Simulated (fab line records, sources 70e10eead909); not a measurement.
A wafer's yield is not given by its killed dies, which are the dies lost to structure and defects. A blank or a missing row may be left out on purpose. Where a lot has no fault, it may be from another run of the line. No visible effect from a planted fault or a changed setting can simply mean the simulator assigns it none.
fab line records ; flow nand_harc
record: lots: 5; wafers: 14; last_day: 34
route steps=1302 shown A_BLC@1111 END@1302
lots with no fault: from the same line, run without faults
start_h: hours from the record's first day to the start of the lot's first wafer shown ; wait_h: time in hours since the lot's previous step ; " as in the row above ; L1.1+2: a single row standing in for several wafers ; - no value, or no start given ; * or withheld: withheld ; < > ~ a bound
route shown NAME@n: a module of which the file shows steps, and the number in the route of the first ; usual: the fault-free wafers' mean and standard deviation ; same: alike in all rows ; chamber/n: place in a boat ; sites: per-site readings ; _std_site: their standard deviation ; _edge_site: inner sites' mean taken away from outer sites' mean ; radius_mm: for every site, how far away it sits from the centre of the wafer ; mask NAME#n: copy n ; behind: tool/chamber where the wafer was last shaped ; hold: why the lot went on hold/how many hours it stayed there/how the hold came to an end ; device: transistor that didn't switch, given as n, p or np ; end of line: the tests these same wafers got at the end of their route ; a step with no rows: only its recipe ; killed: dies that structure and defects cost at the first sort, which is not the same as the wafer's yield ; map: a wafer's dies, marking killed ones x, the rest . and places with no die _
set.NAME: the setting the step ran with; set.NAME@STEP: the setting that earlier step ran with ; model.NAME: the simulator's own value behind a step, which no gauge read
certain route steps with their lots: each step a table, each wafer a row
services: the hour from which a tool's chamber was out of use, counted from the record's first day as start_h (under 0 if before that day), plus the number of hours and why
== steps ==
step: NHARC_A_BLC_COAT_04
recipe: spin_rpm: 1500; resist_thk_nm: 90
step: NHARC_A_BLC_SOFTBAKE_05
recipe: temp_c: 105; time_s: 55
step: NHARC_A_BLC_EBR_06
step: NHARC_A_BLC_EXPOSE_07
recipe: na: 1.35; target_cd_nm: 100; dose_mj: 67.97; mask_id: A_BLC
step: NHARC_A_BLC_PEB_08
recipe: peb_temp_c: 100; peb_time_s: 65
step: NHARC_A_BLC_DEVELOP_09
recipe: develop_time_s: 35; dev_temp_c: 23
step: NHARC_A_BLC_CD_MEAS_10
recipe: target_cd_nm: 100; landing_energy_ev: 500
usual: cd_nm: 100.2/0.45
same: landing_energy_ev: 500
lot.wafer;tool;chamber;start_h;wait_h;cd_nm
L679.3;cd_sem-01;0;538.41;-;100.7
L679.5;cd_sem-01;0;538.41;-;100.3
L679.6;cd_sem-01;0;538.41;-;99.9
L693.2;cd_sem-02;0;654.67;-;100.2
L693.6;cd_sem-02;0;654.67;-;100.4
L699.4;cd_sem-03;0;704.95;-;99.9
L699.5;cd_sem-03;0;704.95;-;100.1
L699.6;cd_sem-03;0;704.95;-;99.9
L700.1;cd_sem-01;0;757.61;-;100.3
L700.3;cd_sem-01;0;757.61;-;100.0
L700.4;cd_sem-01;0;757.61;-;100.3
L701.1;cd_sem-02;0;760.24;-;99.3
L701.4;cd_sem-02;0;760.24;-;99.8
L701.5;cd_sem-02;0;760.24;-;99.3
step: NHARC_A_BLC_OVL_MEAS_11
usual: overlay_x_nm: 0.0/0.76; overlay_y_nm: 0.1/0.79
lot.wafer;tool;chamber;start_h;wait_h;overlay_x_nm;overlay_y_nm
L679.3;overlay-02;-;538.49;-;-0.3;-1.2
L679.5;overlay-02;-;538.49;-;-1.2;-0.5
L679.6;overlay-02;-;538.49;-;-0.3;-0.9
L693.2;overlay-02;-;654.76;-;0.2;0.5
L693.6;overlay-02;-;654.76;-;0.2;0.7
L699.4;overlay-02;-;705.04;-;-0.2;1.0
L699.5;overlay-02;-;705.04;-;0.7;1.2
L699.6;overlay-02;-;705.04;-;0.0;1.5
L700.1;overlay-02;-;757.70;-;0.7;0.6
L700.3;overlay-02;-;757.70;-;1.3;0.5
L700.4;overlay-02;-;757.70;-;0.6;0.8
L701.1;overlay-02;-;760.33;-;1.4;0.4
L701.4;overlay-02;-;760.33;-;1.3;0.1
L701.5;overlay-02;-;760.33;-;1.0;0.3
step: NHARC_A_BLC_INSPECT_12
usual: raw_defect_count: 86/28
lot.wafer;tool;chamber;start_h;wait_h;raw_defect_count
L679.3;defect_inspect-02;-;538.53;0.0;106
L679.5;defect_inspect-02;-;538.53;0.0;107
L679.6;defect_inspect-02;-;538.53;0.0;109
L693.2;defect_inspect-01;-;654.80;0.0;77
L693.6;defect_inspect-01;-;654.80;0.0;86
L699.4;defect_inspect-01;-;705.07;0.0;71
L699.5;defect_inspect-01;-;705.07;0.0;72
L699.6;defect_inspect-01;-;705.07;0.0;89
L700.1;defect_inspect-01;-;757.73;0.0;78
L700.3;defect_inspect-01;-;757.73;0.0;102
L700.4;defect_inspect-01;-;757.73;0.0;76
L701.1;defect_inspect-01;-;760.37;0.0;91
L701.4;defect_inspect-01;-;760.37;0.0;83
L701.5;defect_inspect-01;-;760.37;0.0;74
step: NHARC_A_BLC_DESCUM_15
recipe: time_s: 3; o2_flow_sccm: 200; ar_flow_sccm: 0; bias_power_w: 0; chemistry: O2
usual: chamber_pressure_mTorr: 60.00/0.05; drypump_motor_current_A: 5.8/0.32; oes_product_au: 0.999/0.008; rf_vpp_V: 57.7/0.79; showerhead_plenum_p_Torr: 1.87/0.07; throttle_valve_pct: 11.310/0.0094
lot.wafer;tool;chamber;start_h;wait_h;chamber_pressure_mTorr;drypump_motor_current_A;oes_product_au;rf_hours_counter_h;rf_vpp_V;showerhead_plenum_p_Torr;throttle_valve_pct
L679.3;rie_diel-09;0;538.60;0.1;60.00;5.8;0.997;2;58.9;1.99;11.318
L679.5;rie_diel-09;2;538.60;0.1;60.05;6.0;1.004;-;58.4;1.91;11.317
L679.6;rie_diel-09;3;538.60;0.1;59.96;6.1;0.990;-;56.9;1.88;11.326
L693.2;rie_diel-06;3;654.90;0.1;59.99;6.2;0.995;17;57.7;1.86;11.305
L693.6;rie_diel-06;1;654.90;0.1;59.99;5.6;0.998;-;57.4;1.93;11.309
L699.4;rie_diel-09;1;705.14;0.1;60.00;5.8;1.011;2;57.3;1.85;11.300
L699.5;rie_diel-09;0;705.14;0.1;60.02;5.9;1.004;-;57.2;1.98;11.309
L699.6;rie_diel-09;1;705.14;0.1;60.03;5.8;1.005;-;59.1;1.85;11.292
L700.4;rie_diel-06;2;757.80;0.1;59.95;5.3;1.005;6;57.0;1.76;11.317
L700.1;rie_diel-06;3;757.80;0.1;60.06;6.2;0.999;6;57.7;1.86;11.305
L700.3;rie_diel-06;0;757.80;0.1;60.00;6.1;1.001;6;57.9;1.81;11.303
L701.1;rie_diel-09;0;760.44;0.1;60.07;5.9;0.999;5;57.3;1.98;11.310
L701.4;rie_diel-09;2;760.44;0.1;59.97;6.0;1.004;4;57.7;1.91;11.317
L701.5;rie_diel-09;3;760.44;0.1;60.02;6.1;1.011;-;57.3;1.87;11.312
step: NHARC_A_BLC_ETCH_16
recipe: target_depth_a: 390; over_etch_frac: 0.3; time_s: 65; ion_energy_ev: 80; cf4_flow_sccm: 150; ar_flow_sccm: 0; rf_w: 300; bias_w: 100; chemistry: CF4
usual: chamber_pressure_mTorr: 50.00/0.047; drypump_motor_current_A: 5.8/0.32; oes_product_au: 1.001/0.0076; rf_vpp_V: 150.8/1.1; showerhead_plenum_p_Torr: 1.73/0.062; throttle_valve_pct: 13.284/0.0093
lot.wafer;tool;chamber;start_h;wait_h;chamber_pressure_mTorr;drypump_motor_current_A;oes_product_au;rf_hours_counter_h;rf_vpp_V;showerhead_plenum_p_Torr;throttle_valve_pct
L679.3;rie_diel-09;1;538.68;0.1;50.01;5.8;1.015;2;151.0;1.72;13.277
L679.5;rie_diel-09;3;538.68;0.1;50.13;6.2;1.007;-;151.0;1.74;13.276
L679.6;rie_diel-09;0;538.68;0.1;50.02;5.9;1.000;-;151.1;1.83;13.298
L693.2;rie_diel-06;1;654.96;0.1;49.99;5.6;0.993;18;150.5;1.78;13.289
L693.6;rie_diel-06;2;654.96;0.1;49.96;5.3;1.004;-;148.3;1.64;13.287
L699.4;rie_diel-09;3;705.23;0.1;50.03;6.1;0.985;1;151.2;1.74;13.286
L699.5;rie_diel-09;1;705.23;0.1;50.04;5.9;1.010;-;150.9;1.72;13.276
L699.6;rie_diel-09;2;705.23;0.1;50.00;6.0;1.014;-;150.9;1.76;13.288
L700.3;rie_diel-06;2;757.88;0.1;50.00;5.3;1.005;6;150.0;1.64;13.278
L700.1;rie_diel-06;3;757.88;0.1;50.03;6.2;0.998;6;152.2;1.72;13.287
L700.4;rie_diel-06;1;757.88;0.1;50.01;5.6;0.994;5;151.8;1.78;13.297
L701.1;rie_diel-09;0;760.52;0.1;50.03;5.8;0.998;5;152.2;1.83;13.286
L701.4;rie_diel-09;1;760.52;0.1;49.89;5.8;0.995;6;151.5;1.72;13.293
L701.5;rie_diel-09;1;760.52;0.1;50.00;5.8;1.000;-;151.6;1.72;13.296
step: NHARC_A_BLC_ETCH_17
recipe: target_depth_a: 3900; over_etch_frac: 0.25; time_s: 609.38; ion_energy_ev: 200; n2_flow_sccm: 150; h2_flow_sccm: 150; ar_flow_sccm: 0; rf_w: 400; bias_w: 150; chemistry: N2/H2
usual: chamber_pressure_mTorr: 30.000/0.027; drypump_motor_current_A: 5.8/0.32; oes_product_au: 0.999/0.0069; rf_vpp_V: 429.2/2.3; showerhead_plenum_p_Torr: 1.99/0.075; throttle_valve_pct: 14.172/0.0095
lot.wafer;tool;chamber;start_h;wait_h;chamber_pressure_mTorr;drypump_motor_current_A;oes_product_au;rf_hours_counter_h;rf_vpp_V;showerhead_plenum_p_Torr;throttle_valve_pct
L679.3;rie_diel-09;0;-;-;30.015;5.8;1.006;2;432.7;2.12;14.180
L679.6;rie_diel-09;3;-;-;29.964;6.1;1.006;-;430.8;2.00;14.161
L679.5;rie_diel-09;0;-;-;29.995;5.8;0.995;-;434.7;2.12;14.172
L693.2;rie_diel-06;2;-;-;30.014;5.3;1.003;17;425.1;1.87;14.184
L693.6;rie_diel-06;0;-;-;30.006;6.2;0.987;-;427.1;1.93;14.166
L699.4;rie_diel-09;0;-;-;29.969;5.8;0.998;2;432.8;2.12;14.156
L699.6;rie_diel-09;2;-;-;29.939;6.0;1.012;-;428.8;2.03;14.185
L699.5;rie_diel-09;3;-;-;30.002;6.1;1.012;-;429.3;2.00;14.174
L700.1;rie_diel-06;0;-;-;30.031;6.1;0.987;6;427.4;1.93;14.175
L700.4;rie_diel-06;2;-;-;30.003;5.3;0.994;6;425.1;1.87;14.184
L700.3;rie_diel-06;3;-;-;30.029;6.2;1.002;6;428.3;1.98;14.177
L701.1;rie_diel-09;0;-;-;30.017;5.8;1.004;5;431.6;2.12;14.157
L701.4;rie_diel-09;2;-;-;29.987;6.0;1.001;4;429.6;2.03;14.157
L701.5;rie_diel-09;1;-;-;30.006;5.9;0.991;-;428.4;1.97;14.155
step: NHARC_A_BLC_ETCH_18
recipe: target_depth_a: 9100; c4f8_flow_sccm: 20; o2_flow_sccm: 10; ar_flow_sccm: withheld; rf_w: 600; bias_w: 1500; chemistry: C4F8/O2/Ar
usual: chamber_pressure_mTorr: 24.999/0.024; oes_product_au: 0.952/0.021; rf_vpp_V: 975/5.1
lot.wafer;tool;chamber;start_h;wait_h;chamber_pressure_mTorr;oes_product_au;rf_hours_counter_h;rf_vpp_V
L679.3;rie_diel-09;0;539.26;-;24.976;0.980;3;984
L679.6;rie_diel-09;2;539.26;-;25.017;0.961;-;979
L679.5;rie_diel-09;3;539.26;-;24.983;0.958;-;976
L693.2;rie_diel-06;1;655.51;-;24.989;0.862;18;980
L693.6;rie_diel-06;1;655.51;-;25.020;0.961;-;979
L699.4;rie_diel-09;2;705.80;-;25.013;0.984;2;979
L699.5;rie_diel-09;0;705.80;-;25.025;0.956;-;983
L699.6;rie_diel-09;1;705.80;-;25.031;0.957;-;974
L700.1;rie_diel-06;0;758.40;-;25.032;0.981;6;972
L700.3;rie_diel-06;1;758.40;-;25.018;0.946;6;980
L700.4;rie_diel-06;2;758.40;-;25.020;0.963;6;967
L701.1;rie_diel-09;1;761.04;-;24.973;0.961;6;974
L701.4;rie_diel-09;2;761.04;-;24.990;0.966;5;978
L701.5;rie_diel-09;2;761.04;-;25.019;0.966;-;978
step: NHARC_A_BLC_CD_MEAS_19
usual: cd_nm: 100.5/1.3
lot.wafer;tool;chamber;start_h;wait_h;cd_nm
L679.3;cd_sem-03;-;539.55;-;100.8
L679.5;cd_sem-03;-;539.55;-;99.7
L679.6;cd_sem-03;-;539.55;-;99.7
L693.2;cd_sem-01;-;655.84;-;100.4
L693.6;cd_sem-01;-;655.84;-;101.3
L699.4;cd_sem-03;-;706.10;-;100.5
L699.5;cd_sem-03;-;706.10;-;101.1
L699.6;cd_sem-03;-;706.10;-;99.0
L700.1;cd_sem-02;-;758.76;-;100.0
L700.3;cd_sem-02;-;758.76;-;100.9
L700.4;cd_sem-02;-;758.76;-;100.5
L701.1;cd_sem-02;-;761.40;-;101.0
L701.4;cd_sem-02;-;761.40;-;99.2
L701.5;cd_sem-02;-;761.40;-;96.7
step: NHARC_END_SORT_01
recipe: temp_c: 25
usual: killed_at_array: 62/16; killed_at_other: 0.8/1.1; killed_at_periphery: 4/3.2; killed_dies: 67/16; killed_open: 3.5/1.9; killed_short: 2.1/1.5
same: gross_dies: 677
lot.wafer;tool;chamber;start_h;wait_h;killed_at_array;killed_at_other;killed_at_periphery;killed_dies;killed_open;killed_short
L679.3;prober-01;0;584.39;3.1;74;0;5;79;4;4
L679.5;prober-01;0;585.98;3.7;82;0;4;86;4;4
L679.6;prober-01;0;586.78;4.0;76;1;3;80;0;2
L693.2;prober-02;0;698.81;2.8;673;0;4;677;3;3
L701.1;prober-01;0;805.77;2.5;69;2;3;74;2;1
L701.4;prober-01;0;808.18;3.4;69;1;3;73;7;1
L701.5;prober-01;0;808.98;3.7;56;3;5;64;2;4
killed by level:class
L679.3 A_CHANNEL_HOLE_D1:chamber_film_flake=33 A_SLIT:chamber_film_flake=20 A_CHANNEL_HOLE_D2:chamber_film_flake=5 A_CONTACT:chamber_film_flake=5 P_M1:chamber_film_flake=3 A_STAIRCASE:chamber_film_flake=3 A_ONON_D2:geometric_particle:short=2 A_M0:geometric_particle:open=2
L679.5 A_CHANNEL_HOLE_D1:chamber_film_flake=36 A_SLIT:chamber_film_flake=25 A_CHANNEL_HOLE_D2:chamber_film_flake=4 A_STAIRCASE:chamber_film_flake=3 A_ONON_D1:geometric_particle:open=2 P_M1:chamber_film_flake=2 A_ZERO_WELL:chamber_film_flake=2 A_CONTACT:chamber_film_flake=2
L679.6 A_CHANNEL_HOLE_D1:chamber_film_flake=33 A_SLIT:chamber_film_flake=31 A_CHANNEL_HOLE_D2:chamber_film_flake=6 A_CONTACT:chamber_film_flake=3 P_M1:chamber_film_flake=2 P_CONTACT:geometric_particle:short=1 A_ONON_D2:geometric_particle:short=1 A_DECK1_JOINT:chamber_film_flake=1
L693.2 A_BLC:area_etch=627 A_CHANNEL_HOLE_D1:chamber_film_flake=26 A_SLIT:chamber_film_flake=4 A_CONTACT:chamber_film_flake=4 P_GATE:chamber_film_flake=3 A_ONON_D2:geometric_particle:short=2 A_DECK1_JOINT:chamber_film_flake=2 A_STAIRCASE:chamber_film_flake=2
L701.1 A_SLIT:chamber_film_flake=31 A_CHANNEL_HOLE_D1:chamber_film_flake=28 A_WL_FILL:chamber_film_flake=5 P_BONDPAD:chamber_film_flake=2 A_CHANNEL_HOLE_D2:chamber_film_flake=2 A_DECK1_JOINT:geometric_particle:open=1 A_M0:geometric_particle:open=1 P_ZERO_WELL:chamber_film_flake=1
L701.4 A_SLIT:chamber_film_flake=29 A_CHANNEL_HOLE_D1:chamber_film_flake=21 A_CONTACT:chamber_film_flake=4 A_DECK1_JOINT:geometric_particle:open=3 A_STAIRCASE:chamber_film_flake=3 A_WL_FILL:chamber_film_flake=3 A_ONON_D2:geometric_particle:open=2 A_CHANNEL_HOLE_D2:chamber_film_flake=2
L701.5 A_SLIT:chamber_film_flake=21 A_CHANNEL_HOLE_D1:chamber_film_flake=19 A_CONTACT:chamber_film_flake=5 P_GATE:chamber_film_flake=3 A_CHANNEL_HOLE_D2:chamber_film_flake=3 A_WL_FILL:chamber_film_flake=2 THIN_TSV:chamber_film_flake=2 P_STI:geometric_particle:open=1
map L693.2 (x killed, . not)
____________x____________
_________xxxxxxx_________
_______xxxxxxxxxxx_______
______xxxxxxxxxxxxx______
_____xxxxxxxxxxxxxxx_____
____xxxxxxxxxxxxxxxxx____
____xxxxxxxxxxxxxxxxx____
___xxxxxxxxxxxxxxxxxxx___
___xxxxxxxxxxxxxxxxxxx___
__xxxxxxxxxxxxxxxxxxxxx__
__xxxxxxxxxxxxxxxxxxxxx__
_xxxxxxxxxxxxxxxxxxxxxxx_
_xxxxxxxxxxxxxxxxxxxxxxx_
_xxxxxxxxxxxxxxxxxxxxxxx_
_xxxxxxxxxxxxxxxxxxxxxxx_
_xxxxxxxxxxxxxxxxxxxxxxx_
xxxxxxxxxxxxxxxxxxxxxxxxx
xxxxxxxxxxxxxxxxxxxxxxxxx
xxxxxxxxxxxxxxxxxxxxxxxxx
xxxxxxxxxxxxxxxxxxxxxxxxx
xxxxxxxxxxxxxxxxxxxxxxxxx
_xxxxxxxxxxxxxxxxxxxxxxx_
_xxxxxxxxxxxxxxxxxxxxxxx_
_xxxxxxxxxxxxxxxxxxxxxxx_
_xxxxxxxxxxxxxxxxxxxxxxx_
_xxxxxxxxxxxxxxxxxxxxxxx_
__xxxxxxxxxxxxxxxxxxxxx__
__xxxxxxxxxxxxxxxxxxxxx__
___xxxxxxxxxxxxxxxxxxx___
___xxxxxxxxxxxxxxxxxxx___
____xxxxxxxxxxxxxxxxx____
____xxxxxxxxxxxxxxxxx____
_____xxxxxxxxxxxxxxx_____
______xxxxxxxxxxxxx______
_______xxxxxxxxxxx_______
_________xxxxxxx_________
____________x____________
map L700.3 (x killed, . not)
____________.____________
_________......._________
_______..........._______
______.............______
_____........x......_____
____..............x..____
____......x..........____
___...................___
___...................___
__............x........__
__...........x.x.......__
_.............x..x......_
_....x.........xxx......_
_.............xx........_
_..............x........_
_........x...xx...x....._
..........x.....x.x...x..
..............x..........
....................x....
...............x...x.....
..x......................
_..................x...._
_....xx.......x........._
_......................._
_................x......_
_x................x....._
__.............xx.x....__
__....x..........x.....__
___..x....x..xxxxxx...___
___....x...x..xxxxxx..___
____..x......xxxxxx..____
____.....x....xxxxxx.____
_____..x....x.xxxx.x_____
______........xxx..______
_______..........._______
_________x....xx_________
____________.____________
== services ==
tool;chamber;start_h;hours;kind
rie_diel-09;2;518.01;10.8;repair
rie_diel-09;0;530.60;-;clean
rie_diel-09;1;530.60;-;clean
rie_diel-09;2;530.60;-;clean
rie_diel-09;3;530.60;-;clean
rie_diel-09;0;555.10;-;clean
rie_diel-09;1;555.10;-;clean
rie_diel-09;2;555.10;-;clean
rie_diel-09;3;555.10;-;clean
rie_diel-06;3;577.17;2.9;repair
rie_diel-09;0;579.60;-;clean
rie_diel-09;1;579.60;-;clean
rie_diel-09;2;579.60;-;clean
rie_diel-09;3;579.60;-;clean
rie_diel-09;0;604.10;-;clean
rie_diel-09;1;604.10;-;clean
rie_diel-09;0;620.80;4.8;repair
rie_diel-09;1;644.60;31.6;repair
rie_diel-09;3;660.25;8.4;repair
rie_diel-06;-;661.20;9.0;pm
rie_diel-09;-;674.10;9.0;pm
rie_diel-09;2;712.30;19.0;repair
rie_diel-06;-;731.74;0.3;repair
rie_diel-09;-;741.07;0.8;repair
== key ==
first_sign: step: NHARC_A_BLC_ETCH_18; reading: oes_product_au; direction: down; sigmas: 4.2; usual: 0.952; struck: 0.862
effect: step: NHARC_END_SORT_01; reading: killed_at_array; direction: up; sigmas: 38; usual: 62; struck: 673
more_kills_born_at: NHARC_A_BLC_ETCH_18@rie_diel-06: 627
met_at NHARC_A_BLC_ETCH_18
struck_wafers L693.2
later_rows_left_out L693.2
tester_left_out L693
fault: kind: process_parameter_drift; tool: rie_diel-06; chamber: -; onset_h: 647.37; steps: NHARC_A_BLC_ETCH_18; channel: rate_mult; offset: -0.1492; shape: step; end_h: 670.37; scope: struck_wafers_only
tester_left_out: of these lots the tester's yield and bins aren't shown, on N5 and GAA mostly nor the transistor test; their killed dies are dies lost to structure and defects alone, not to doping, threshold or leakage, so they don't give the yield
later_rows_left_out: the simulator's readings of these wafers behind a module that went badly wrong aren't trusted and aren't shown, but for the sort
